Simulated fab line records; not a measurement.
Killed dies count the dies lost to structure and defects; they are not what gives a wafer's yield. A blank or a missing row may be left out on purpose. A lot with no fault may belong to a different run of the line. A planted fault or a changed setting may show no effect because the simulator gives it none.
fab line records    flow n5_finfet
record: lots: 24  wafers: 72  last_day: 18
route steps=1938 shown BEOL_M14@1767 BEOL_M15@1805 PASSIVATION@1910
lots untouched by any fault: they come from a run of this same line in which no faults occurred
start_h: hours from the record's first day to the start of the lot's first wafer shown    wait_h: how many hours have passed since the lot's step before this one    " as in the row above    L1.1+2: a single row standing in for several wafers    - no value present, or no start provided    * or withheld: withheld    < > ~ a bound
route shown NAME@n: NAME is a module with steps in the file, n the number in the route of the first one    usual: average and standard deviation across the fault-free wafers    same: alike in all rows    chamber/n: place in a boat    sites: each site's reading    _std_site: how widely they spread, as a standard deviation    _edge_site: the outer-site mean with the inner-site mean subtracted    radius_mm: for every site, how far away it sits from the centre of the wafer    mask NAME#n: copy n    behind: the last tool/chamber to shape the wafer    hold: why the lot went on hold/how many hours it stayed there/how the hold came to an end    device: the n, p or np transistor that did not switch    end of line: tests run on the same wafers once the route is complete    a step with no rows: only its recipe    killed: dies lost to structure and defects at the first sort, not the wafer's yield    map: shows each die of a wafer: x if killed, . if not, _ if none is there
set.NAME: setting as actually run; set.NAME@STEP: the setting as run at that earlier step    model.NAME: the simulator's own value behind a step, which no gauge read
the route's steps for a sample of lots (tables are steps, rows are wafers)
services: from which hour (start_h, from the record's first day; less than 0 if before it) a tool's chamber was out of use, for how many hours, and why
== steps ==
step: N5_BEOL_M14_CMP_49
recipe: stop_on: SiO2  t_overpolish_s: 5.2  down_force_psi: 2  platen_rpm: 80  clearing_platen_down_force_psi: 2  clearing_platen_rpm: 80  post_cmp_clean: cu_alkaline  target_thk_nm: 560  clearing_platen_pad_velocity_m_s: 1.5917  pad_velocity_m_s: 1.5917
usual: barrier_field_endpoint_s: 11.34/0.19  motor_current_A: 7.8/0.74  overpolish_run_s: 5.201/0.0086  slurry_filter_dp_kPa: 13.48/0.15  time_to_endpoint_s: 121/3
lot.wafer  tool    chamber  start_h  wait_h  barrier_field_endpoint_s  motor_current_A  overpolish_run_s  slurry_filter_dp_kPa  time_to_endpoint_s
L074.2     cmp-04  0        258.37   0.2     11.26                     8.5              5.208             13.52                 123
L074.3     "       1        "        "       11.42                     6.4              5.195             13.51                 127
L074.5     "       0        "        "       11.24                     8.6              5.206             13.44                 124
L076.3     cmp-02  0        262.22   0.2     11.19                     7.3              5.216             13.36                 121
L076.1     "       1        "        "       11.05                     7.9              5.200             13.63                 119
L076.5     "       0        "        "       11.16                     7.2              5.216             13.42                 119
L075.1     cmp-04  1        263.65   0.3     11.29                     6.9              5.206             13.54                 124
L075.5     "       0        "        "       11.17                     8.4              5.210             13.30                 120
L075.6     "       1        "        "       11.50                     6.6              5.198             13.69                 125
L077.2     cmp-02  2        267.78   0.3     11.32                     8.3              5.195             13.53                 119
L077.5     "       3        "        "       10.98                     7.0              5.194             13.66                 115
L077.6     "       0        "        "       11.30                     7.0              5.199             13.57                 120
L078.3     cmp-04  1        286.02   0.2     11.40                     7.0              5.213             13.41                 121
L078.5     "       0        "        "       11.33                     8.8              5.203             13.59                 122
L078.6     "       1        "        "       11.54                     7.1              5.204             13.49                 124
L079.2     cmp-04  0        287.05   0.3     11.44                     8.3              5.198             13.69                 126
L079.5     "       1        "        "       11.39                     6.6              5.206             13.42                 125
L079.6     "       2        "        "       11.11                     7.5              5.199             13.61                 124
L081.4     cmp-04  3        297.13   0.2     11.56                     8.7              5.203             13.47                 120
L081.1     "       1        "        "       11.68                     7.0              5.211             13.29                 124
L081.6     "       3        "        "       11.49                     8.6              5.208             13.76                 119
L080.2     cmp-04  1        302.35   0.2     11.24                     6.9              5.195             13.46                 118
L080.3     "       3        "        "       11.37                     9.3              5.192             13.34                 119
L080.6     "       2        "        "       11.40                     7.6              5.201             13.68                 120
L082.2     cmp-03  3        308.57   0.2     11.33                     8.0              5.208             13.83                 118
L082.1     "       1        "        "       11.19                     7.8              5.209             13.31                 119
L082.5     "       0        "        "       11.41                     6.5              5.204             13.55                 125
L083.2     cmp-04  2        317.59   0.2     11.57                     7.8              5.204             13.55                 120
L083.5     "       2        "        "       11.46                     7.7              5.200             13.47                 118
L083.6     "       3        "        "       11.40                     9.1              5.206             13.38                 119
L084.1     cmp-03  3        318.04   0.3     11.61                     8.2              5.195             13.44                 125
L084.6     "       3        "        "       11.38                     8.2              5.204             13.72                 122
L084.5     "       0        "        "       11.39                     6.8              5.200             13.36                 125
L085.3     cmp-04  0        319.86   0.3     11.34                     8.3              5.215             13.50                 119
L085.2     "       1        "        "       11.35                     6.5              5.197             13.20                 121
L085.5     "       3        "        "       11.20                     9.0              5.205             13.26                 119
L086.1     cmp-04  3        331.75   0.4     11.46                     8.8              5.203             13.40                 124
L086.6     "       0        "        "       11.41                     8.4              5.193             13.50                 121
L086.5     "       1        "        "       11.32                     6.7              5.192             13.40                 122
L087.3     cmp-04  2        337.65   0.2     11.34                     7.7              5.208             13.43                 121
L087.2     "       0        "        "       11.20                     8.3              5.207             13.61                 121
L087.5     "       2        "        "       11.10                     7.8              5.198             13.42                 119
L089.2     cmp-02  0        348.00   0.4     11.29                     7.1              5.195             13.29                 121
L089.1     "       1        "        "       11.28                     7.8              5.227             13.65                 122
L089.5     "       3        "        "       11.28                     7.2              5.195             13.47                 118
L090.4     cmp-03  2        353.46   0.1     11.56                     8.6              5.221             13.38                 124
L090.3     "       3        "        "       11.68                     8.0              5.198             13.29                 123
L090.1     "       1        "        "       11.69                     7.7              5.213             13.73                 122
L091.2     cmp-04  0        353.50   0.2     11.37                     8.2              5.202             13.39                 124
L091.1     "       2        "        "       11.26                     7.4              5.191             13.50                 119
L091.5     "       0        "        "       11.21                     8.2              5.205             13.54                 122
L088.3     cmp-04  0        371.91   0.3     11.14                     8.2              5.192             13.64                 124
L088.1     "       1        "        "       10.98                     6.9              5.217             13.36                 121
L088.5     "       2        "        "       11.20                     7.5              5.195             13.34                 123
L092.1     cmp-02  3        372.39   0.3     11.18                     7.1              5.191             13.41                 121
L092.3     "       0        "        "       11.33                     7.5              5.207             13.37                 122
L092.2     "       1        "        "       11.45                     8.0              5.196             13.24                 123
L095.4     cmp-02  2        374.49   0.1     11.67                     8.3              5.201             13.44                 124
L095.2     "       3        "        "       11.24                     7.3              5.193             13.69                 120
L095.3     "       0        "        "       11.91                     7.1              5.193             13.58                 126
L094.4     cmp-02  0        384.25   0.1     11.34                     7.1              5.201             13.20                 124
L094.2     "       1        "        "       11.23                     7.8              5.196             13.62                 121
L094.5     "       1        "        "       11.18                     8.2              5.191             13.42                 119
L093.1     cmp-02  1        396.41   0.3     11.32                     8.3              5.195             13.58                 121
L093.4     "       2        "        "       11.28                     8.2              5.200             13.50                 117
L093.5     "       2        "        "       11.21                     8.0              5.182             13.43                 115
L096.3     cmp-02  0        404.36   0.2     11.46                     7.6              5.217             13.67                 122
L096.2     "       2        "        "       11.35                     8.4              5.190             13.61                 120
L096.6     "       3        "        "       11.20                     7.5              5.203             13.32                 119
L097.1     cmp-03  3        418.66   0.3     11.36                     8.1              5.197             13.53                 121
L097.5     "       3        "        "       11.31                     8.1              5.198             13.63                 122
L097.6     "       0        "        "       11.29                     6.9              5.200             13.61                 123
step: N5_BEOL_M15_OVL_MEAS_29
recipe: points_per_wafer: 44
usual: M15_OVL: -1/5.6
lot.wafer  tool        chamber  start_h  wait_h  M15_OVL[nm]
L074.2     overlay-01  0        260.99   0.0     -6
L074.3     "           0        "        "       -3
L074.5     "           0        "        "       1
L076.1     overlay-01  0        264.87   0.0     -7
L076.3     "           0        "        "       -7
L076.5     "           0        "        "       -10
L075.1     overlay-01  0        266.27   0.0     -8
L075.5     "           0        "        "       -10
L075.6     "           0        "        "       -9
L077.2     overlay-01  0        270.33   0.0     -6
L077.5     "           0        "        "       0
L077.6     "           0        "        "       0
L078.3     overlay-02  0        288.77   0.0     -6
L078.5     "           0        "        "       5
L078.6     "           0        "        "       -2
L079.2     overlay-02  0        290.02   0.0     -10
L079.5     "           0        "        "       0
L079.6     "           0        "        "       -16
L081.1     overlay-01  0        299.87   0.0     4
L081.4     "           0        "        "       -2
L081.6     "           0        "        "       -4
L080.2     overlay-02  0        305.00   0.0     -8
L080.3     "           0        "        "       -15
L080.6     "           0        "        "       -7
L082.1     overlay-01  0        311.14   0.0     -6
L082.2     "           0        "        "       -5
L082.5     "           0        "        "       -4
L083.2     overlay-01  0        320.36   0.0     4
L083.5     "           0        "        "       7
L083.6     "           0        "        "       2
L084.1     overlay-01  0        320.72   0.0     -1
L084.5     "           0        "        "       -10
L084.6     "           0        "        "       -5
L085.2     overlay-01  0        322.57   0.0     5
L085.3     "           0        "        "       1
L085.5     "           0        "        "       4
L086.1     overlay-01  0        334.41   0.0     -3
L086.5     "           0        "        "       6
L086.6     "           0        "        "       -1
L087.2     overlay-01  0        340.26   0.0     1
L087.3     "           0        "        "       8
L087.5     "           0        "        "       5
L089.1     overlay-01  0        350.90   0.0     1
L089.2     "           0        "        "       -4
L089.5     "           0        "        "       7
L091.1     overlay-02  0        355.99   0.0     -1
L091.2     "           0        "        "       9
L091.5     "           0        "        "       -1
L090.1     overlay-02  0        356.28   0.0     -3
L090.3     "           0        "        "       1
L090.4     "           0        "        "       4
L088.1     overlay-02  0        374.78   0.0     -3
L088.3     "           0        "        "       -2
L088.5     "           0        "        "       6
L092.1     overlay-01  0        375.35   0.0     4
L092.2     "           0        "        "       4
L092.3     "           0        "        "       2
L095.2     overlay-01  0        378.30   0.0     0
L095.3     "           0        "        "       -2
L095.4     "           0        "        "       3
L094.2     overlay-02  0        387.00   0.0     -15
L094.4     "           0        "        "       -8
L094.5     "           0        "        "       -1
L093.1     overlay-02  0        399.21   0.1     5
L093.4     "           0        "        "       7
L093.5     "           0        "        "       -2
L096.2     overlay-02  0        407.30   0.0     2
L096.3     "           0        "        "       -4
L096.6     "           0        "        "       -7
L097.1     overlay-02  0        421.24   0.0     1
L097.5     "           0        "        "       1
L097.6     "           0        "        "       -2
step: N5_BEOL_M15_DEGAS_41
recipe: ambient: vacuum  temp_c: 300  time_s: 60
usual: heater_power_w: 448/53
lot.wafer  tool            chamber  start_h  wait_h  heater_power_w
L074.2     pvd_sputter-01  -        269.06   0.5     502
L074.3     "               -        "        "       405
L074.5     "               -        "        "       490
L076.1     pvd_sputter-01  -        269.46   0.2     497
L076.3     "               -        "        "       397
L076.5     "               -        "        "       402
L075.1     pvd_sputter-02  -        269.47   0.1     497
L075.5     "               -        "        "       489
L075.6     "               -        "        "       425
L077.2     pvd_sputter-01  -        273.04   0.4     483
L077.5     "               -        "        "       406
L077.6     "               -        "        "       496
L078.3     pvd_sputter-03  -        290.76   0.6     401
L078.5     "               -        "        "       426
L078.6     "               -        "        "       439
L079.2     pvd_sputter-01  -        295.04   0.2     494
L079.5     "               -        "        "       480
L079.6     "               -        "        "       507
L081.1     pvd_sputter-02  -        302.04   0.3     479
L081.4     "               -        "        "       429
L081.6     "               -        "        "       466
L080.2     pvd_sputter-03  -        307.15   0.3     398
L080.3     "               -        "        "       453
L080.6     "               -        "        "       447
L082.1     pvd_sputter-03  -        313.97   0.4     399
L082.2     "               -        "        "       452
L082.5     "               -        "        "       389
L083.2     pvd_sputter-03  -        322.09   0.3     430
L083.5     "               -        "        "       433
L083.6     "               -        "        "       394
L084.1     pvd_sputter-01  -        322.55   0.4     484
L084.5     "               -        "        "       491
L084.6     "               -        "        "       393
L085.2     pvd_sputter-03  -        326.09   0.2     443
L085.3     "               -        "        "       432
L085.5     "               -        "        "       438
L086.1     pvd_sputter-03  -        336.14   0.2     434
L086.5     "               -        "        "       403
L086.6     "               -        "        "       408
L087.2     pvd_sputter-03  -        343.40   0.4     395
L087.3     "               -        "        "       403
L087.5     "               -        "        "       391
L089.1     pvd_sputter-03  -        354.80   0.1     398
L089.2     "               -        "        "       430
L089.5     "               -        "        "       428
L091.1     pvd_sputter-01  -        359.28   0.2     406
L091.2     "               -        "        "       398
L091.5     "               -        "        "       405
L090.1     pvd_sputter-02  -        359.51   0.4     417
L090.3     "               -        "        "       488
L090.4     "               -        "        "       469
L088.1     pvd_sputter-02  -        376.43   0.0     465
L088.3     "               -        "        "       579
L088.5     "               -        "        "       467
L092.1     pvd_sputter-02  -        379.20   0.3     579
L092.2     "               -        "        "       453
L092.3     "               -        "        "       419
L095.2     pvd_sputter-02  -        379.52   0.2     497
L095.3     "               -        "        "       413
L095.4     "               -        "        "       583
L094.2     pvd_sputter-01  -        389.72   1.6     500
L094.4     "               -        "        "       397
L094.5     "               -        "        "       497
L093.1     pvd_sputter-03  -        400.66   0.3     442
L093.4     "               -        "        "       406
L093.5     "               -        "        "       401
L096.2     pvd_sputter-02  -        408.34   0.4     424
L096.3     "               -        "        "       451
L096.6     "               -        "        "       590
L097.1     pvd_sputter-03  -        423.22   0.5     443
L097.5     "               -        "        "       455
L097.6     "               -        "        "       384
step: N5_BEOL_M15_SPUTTER_43
recipe: material: TaN  target_thk_a: 150  temp_c: 50  bias_v: 168.6  power_w: 15000  chamber_pressure_pa: 0.12  time_s: 24.19
usual: throttle_valve_pct: 30.1/1
lot.wafer  tool            chamber  start_h  wait_h  throttle_valve_pct
L074.2     pvd_sputter-01  -        269.14   0.0     30.7
L074.3     "               -        "        "       30.1
L074.5     "               -        "        "       31.9
L076.1     pvd_sputter-01  -        269.54   0.0     31.9
L076.3     "               -        "        "       31.1
L076.5     "               -        "        "       30.6
L075.1     pvd_sputter-02  -        269.55   0.0     29.3
L075.5     "               -        "        "       29.5
L075.6     "               -        "        "       29.5
L077.2     pvd_sputter-01  -        273.12   0.0     31.8
L077.5     "               -        "        "       29.8
L077.6     "               -        "        "       30.8
L078.3     pvd_sputter-03  -        290.84   0.0     29.4
L078.5     "               -        "        "       29.1
L078.6     "               -        "        "       30.1
L079.2     pvd_sputter-01  -        295.12   0.0     31.6
L079.5     "               -        "        "       31.8
L079.6     "               -        "        "       30.8
L081.1     pvd_sputter-02  -        302.12   0.0     29.3
L081.4     "               -        "        "       29.4
L081.6     "               -        "        "       28.8
L080.2     pvd_sputter-03  -        307.23   0.0     29.2
L080.3     "               -        "        "       30.1
L080.6     "               -        "        "       30.3
L082.1     pvd_sputter-03  -        314.05   0.0     31.9
L082.2     "               -        "        "       30.2
L082.5     "               -        "        "       32.0
L083.2     pvd_sputter-03  -        322.17   0.0     29.3
L083.5     "               -        "        "       29.3
L083.6     "               -        "        "       29.0
L084.1     pvd_sputter-01  -        322.63   0.0     31.9
L084.5     "               -        "        "       31.9
L084.6     "               -        "        "       30.1
L085.2     pvd_sputter-03  -        326.17   0.0     30.0
L085.3     "               -        "        "       29.3
L085.5     "               -        "        "       29.3
L086.1     pvd_sputter-03  -        336.22   0.0     29.2
L086.5     "               -        "        "       32.0
L086.6     "               -        "        "       29.2
L087.2     pvd_sputter-03  -        343.48   0.0     32.0
L087.3     "               -        "        "       29.3
L087.5     "               -        "        "       29.4
L089.1     pvd_sputter-03  -        354.88   0.0     29.4
L089.2     "               -        "        "       29.0
L089.5     "               -        "        "       29.5
L091.1     pvd_sputter-01  -        359.36   0.0     31.0
L091.2     "               -        "        "       30.3
L091.5     "               -        "        "       30.9
L090.1     pvd_sputter-02  -        359.59   0.0     29.3
L090.3     "               -        "        "       29.4
L090.4     "               -        "        "       28.7
L088.1     pvd_sputter-02  -        376.51   0.0     28.8
L088.3     "               -        "        "       29.4
L088.5     "               -        "        "       28.9
L092.1     pvd_sputter-02  -        379.28   0.0     29.4
L092.2     "               -        "        "       28.6
L092.3     "               -        "        "       29.5
L095.2     pvd_sputter-02  -        379.60   0.0     29.4
L095.3     "               -        "        "       29.3
L095.4     "               -        "        "       29.0
L094.2     pvd_sputter-01  -        389.80   0.0     30.6
L094.4     "               -        "        "       30.8
L094.5     "               -        "        "       31.6
L093.1     pvd_sputter-03  -        400.74   0.0     30.0
L093.4     "               -        "        "       29.2
L093.5     "               -        "        "       29.4
L096.2     pvd_sputter-02  -        408.42   0.0     29.4
L096.3     "               -        "        "       28.8
L096.6     "               -        "        "       29.2
L097.1     pvd_sputter-03  -        423.30   0.0     29.4
L097.5     "               -        "        "       30.3
L097.6     "               -        "        "       32.0
step: N5_PASSIVATION_ETCH_59
recipe: chemistry: Cl2/BCl3  target: TaN  target_depth_a: 650  time_s: 34.9  ion_energy_ev: 100  pressure_mtorr: 10  icp_w: 900  bias_w: 100  Cl2_flow_sccm: 60  bcl3_flow_sccm: 30
usual: bcl3_flow_sccm: 30.00/0.1  drypump_motor_current_A: 5.7/0.37  oes_product_au: 0.79/0.091  throttle_valve_pct: 21.14/0.19
lot.wafer  tool          chamber  start_h  wait_h  bcl3_flow_sccm  drypump_motor_current_A  oes_product_au  rf_hours_counter_h  throttle_valve_pct
L076.1     rie_metal-01  1        283.13   0.3     30.11           6.3                      0.65            109                 21.00
L076.3     "             0        "        "       29.90           5.3                      0.90            -                   20.91
L076.5     "             1        "        "       29.93           6.3                      0.64            -                   21.01
L077.2     rie_metal-02  0        283.29   0.3     29.95           5.8                      0.68            89                  20.98
L077.5     "             0        "        "       29.98           5.8                      0.69            -                   20.99
L077.6     "             1        "        "       29.75           5.3                      0.81            -                   21.39
L074.2     rie_metal-03  1        283.93   0.6     29.85           5.7                      0.88            -                   21.31
L074.3     "             1        "        "       30.09           5.8                      0.87            -                   21.33
L074.5     "             1        "        "       29.87           5.7                      0.88            -                   21.30
L075.1     rie_metal-01  0        284.27   0.3     29.91           5.3                      0.90            5                   20.90
L075.5     "             0        "        "       29.89           5.3                      0.90            -                   20.92
L075.6     "             1        "        "       29.89           6.3                      0.66            -                   21.00
L078.3     rie_metal-03  1        302.97   0.2     29.98           5.7                      0.88            -                   21.31
L078.5     "             1        "        "       30.01           5.7                      0.87            -                   21.31
L078.6     "             0        "        "       30.08           6.2                      0.77            -                   21.25
L079.2     rie_metal-03  1        307.25   0.3     30.09           5.8                      0.86            17                  21.34
L079.5     "             0        "        "       30.14           6.2                      0.76            -                   21.28
L079.6     "             1        "        "       30.02           5.8                      0.87            -                   21.32
L081.1     rie_metal-01  0        312.35   0.3     29.96           5.4                      0.90            8                   20.91
L081.4     "             1        "        "       29.97           6.3                      0.65            -                   21.01
L081.6     "             0        "        "       30.03           5.3                      0.89            -                   20.91
L080.2     rie_metal-03  0        319.18   0.3     29.96           6.1                      0.76            49                  21.26
L080.3     "             0        "        "       29.88           6.1                      0.76            -                   21.27
L080.6     "             1        "        "       29.93           5.7                      0.86            -                   21.30
L082.1     rie_metal-02  1        323.80   0.3     29.97           5.3                      0.80            27                  21.41
L082.2     "             0        "        "       29.97           5.8                      0.68            92                  20.99
L082.5     "             0        "        "       30.01           5.8                      0.67            -                   21.00
L083.2     rie_metal-03  0        332.39   0.3     29.84           6.1                      0.75            50                  21.28
L083.5     "             0        "        "       30.04           6.1                      0.76            -                   21.28
L083.6     "             1        "        "       29.99           5.7                      0.84            -                   21.34
L084.1     rie_metal-01  0        332.51   0.3     30.15           5.4                      0.88            10                  20.91
L084.5     "             0        "        "       30.18           5.4                      0.88            -                   20.91
L084.6     "             1        "        "       30.06           6.3                      0.65            -                   21.02
L085.2     rie_metal-01  0        337.68   0.6     30.03           5.3                      0.87            -                   20.90
L085.3     "             0        "        "       30.18           5.3                      0.87            -                   20.93
L085.5     "             0        "        "       30.17           5.3                      0.86            -                   20.93
L086.1     rie_metal-01  0        348.34   0.7     29.90           5.3                      0.85            13                  20.94
L086.5     "             0        "        "       29.89           5.3                      0.85            -                   20.93
L086.6     "             0        "        "       29.96           5.4                      0.85            -                   20.92
L087.2     rie_metal-01  0        354.77   0.3     30.01           5.3                      0.85            14                  20.93
L087.3     "             0        "        "       29.91           5.3                      0.85            -                   20.89
L087.5     "             0        "        "       29.82           5.3                      0.85            -                   20.92
L089.1     rie_metal-02  0        367.56   0.3     30.12           5.8                      0.67            95                  21.01
L089.2     "             1        "        "       29.89           5.3                      0.80            30                  21.37
L089.5     "             0        "        "       30.09           5.8                      0.67            -                   20.99
L091.1     rie_metal-02  0        371.59   0.3     30.09           5.8                      0.67            96                  21.00
L091.2     "             1        "        "       29.96           5.2                      0.80            31                  21.38
L091.5     "             1        "        "       29.95           5.2                      0.80            -                   21.38
L090.1     rie_metal-03  0        372.04   0.3     29.83           6.2                      0.74            54                  21.28
L090.3     "             0        "        "       29.84           6.2                      0.75            -                   21.27
L090.4     "             1        "        "       30.08           5.7                      0.85            -                   21.33
L092.1     rie_metal-02  1        391.52   0.3     30.15           5.3                      0.79            33                  21.40
L092.2     "             0        "        "       30.02           5.8                      0.66            98                  21.02
L092.3     "             1        "        "       30.15           5.2                      0.77            -                   21.41
L088.1     rie_metal-02  1        392.26   0.3     30.11           5.2                      0.79            33                  21.41
L088.3     "             1        "        "       30.01           5.2                      0.78            -                   21.38
L088.5     "             1        "        "       30.08           5.2                      0.79            -                   21.39
L095.2     rie_metal-03  1        392.74   0.3     30.09           5.7                      0.83            26                  21.33
L095.3     "             0        "        "       29.97           6.2                      0.73            -                   21.29
L095.4     "             1        "        "       30.04           5.7                      0.83            -                   21.35
L094.2     rie_metal-03  1        400.41   0.3     29.93           5.7                      0.83            26                  21.34
L094.4     "             0        "        "       30.00           6.2                      0.74            -                   21.31
L094.5     "             0        "        "       30.03           6.2                      0.73            -                   21.30
L093.1     rie_metal-03  1        413.64   0.3     30.11           5.7                      0.83            28                  21.34
L093.4     "             1        "        "       30.02           5.7                      0.82            -                   21.34
L093.5     "             1        "        "       30.08           5.7                      0.83            -                   21.32
L096.2     rie_metal-02  0        418.75   0.6     29.95           5.8                      0.66            -                   21.04
L096.3     "             0        "        "       29.98           5.8                      0.67            -                   21.03
L096.6     "             0        "        "       29.91           5.8                      0.66            -                   21.03
L097.1     rie_metal-01  0        434.16   0.3     29.90           5.3                      0.83            20                  20.92
L097.5     "             0        "        "       30.05           5.4                      0.82            -                   20.94
L097.6     "             1        "        "       30.17           6.3                      0.93            -                   20.80
step: N5_PASSIVATION_INSPECT_67
recipe: mode: adi  inspect_instrument: macro
usual: raw_defect_count: 2.0/1.4
lot.wafer  tool               chamber  start_h  wait_h  raw_defect_count
L076.1     defect_inspect-02  -        284.48   0.0     0
L076.3     "                  -        "        "       2
L076.5     "                  -        "        "       1
L077.2     defect_inspect-01  -        284.74   0.0     1
L077.5     "                  -        "        "       2
L077.6     "                  -        "        "       3
L074.2     defect_inspect-01  -        285.45   0.0     0
L074.3     "                  -        "        "       2
L074.5     "                  -        "        "       1
L075.1     defect_inspect-01  -        285.61   0.0     4
L075.5     "                  -        "        "       0
L075.6     "                  -        "        "       1
L078.3     defect_inspect-01  -        304.16   0.0     1
L078.5     "                  -        "        "       0
L078.6     "                  -        "        "       3
L079.2     defect_inspect-01  -        308.59   0.0     2
L079.5     "                  -        "        "       3
L079.6     "                  -        "        "       3
L081.1     defect_inspect-01  -        313.56   0.0     1
L081.4     "                  -        "        "       0
L081.6     "                  -        "        "       5
L080.2     defect_inspect-01  -        320.68   0.0     6
L080.3     "                  -        "        "       2
L080.6     "                  -        "        "       1
L082.1     defect_inspect-02  -        325.23   0.0     2
L082.2     "                  -        "        "       1
L082.5     "                  -        "        "       2
L083.2     defect_inspect-02  -        333.72   0.0     4
L083.5     "                  -        "        "       4
L083.6     "                  -        "        "       4
L084.1     defect_inspect-02  -        333.96   0.0     1
L084.5     "                  -        "        "       2
L084.6     "                  -        "        "       2
L085.2     defect_inspect-01  -        339.20   0.0     4
L085.3     "                  -        "        "       6
L085.5     "                  -        "        "       0
L086.1     defect_inspect-01  -        349.66   0.0     4
L086.5     "                  -        "        "       0
L086.6     "                  -        "        "       2
L087.2     defect_inspect-02  -        356.11   0.0     1
L087.3     "                  -        "        "       1
L087.5     "                  -        "        "       1
L089.1     defect_inspect-02  -        368.81   0.0     3
L089.2     "                  -        "        "       1
L089.5     "                  -        "        "       2
L091.1     defect_inspect-02  -        372.81   0.0     2
L091.2     "                  -        "        "       2
L091.5     "                  -        "        "       4
L090.1     defect_inspect-02  -        373.45   0.0     0
L090.3     "                  -        "        "       3
L090.4     "                  -        "        "       1
L092.1     defect_inspect-01  -        392.77   0.0     1
L092.2     "                  -        "        "       1
L092.3     "                  -        "        "       3
L088.1     defect_inspect-01  -        393.48   0.0     2
L088.3     "                  -        "        "       0
L088.5     "                  -        "        "       2
L095.2     defect_inspect-02  -        394.18   0.0     4
L095.3     "                  -        "        "       4
L095.4     "                  -        "        "       1
L094.2     defect_inspect-02  -        401.64   0.0     4
L094.4     "                  -        "        "       2
L094.5     "                  -        "        "       2
L093.1     defect_inspect-01  -        414.85   0.0     3
L093.4     "                  -        "        "       4
L093.5     "                  -        "        "       1
L096.2     defect_inspect-02  -        420.17   0.0     4
L096.3     "                  -        "        "       3
L096.6     "                  -        "        "       4
L097.1     defect_inspect-02  -        435.78   0.0     2
L097.5     "                  -        "        "       0
L097.6     "                  -        "        "       3
== services ==
tool          chamber  start_h  hours  kind
cmp-04        -        235.74   4.0    pm
cmp-04        -        239.74   -      consumable_replace:conditioner
cmp-04        -        239.74   -      consumable_replace:pad
rie_metal-03  0        260.76   36.1   repair
rie_metal-02  1        294.58   2.0    repair
rie_metal-02  -        299.12   14.6   pm
cmp-03        -        311.97   4.0    pm
cmp-03        -        315.97   -      consumable_replace:conditioner
cmp-03        -        315.97   -      consumable_replace:pad
cmp-03        -        324.02   4.8    pm
rie_metal-02  1        325.37   6.3    repair
rie_metal-01  1        335.15   -      clean
rie_metal-01  1        335.15   18.5   scheduled_down
rie_metal-01  1        335.15   18.5   vent_cycle
cmp-02        -        337.85   1.1    repair
cmp-02        -        344.61   0.6    repair
cmp-04        -        346.63   0.8    repair
rie_metal-01  -        365.07   14.6   pm
cmp-03        -        381.02   1.8    repair
rie_metal-02  1        396.90   33.4   repair
cmp-03        -        429.95   0.5    repair
rie_metal-02  0        431.20   -      clean
== key ==
fault none
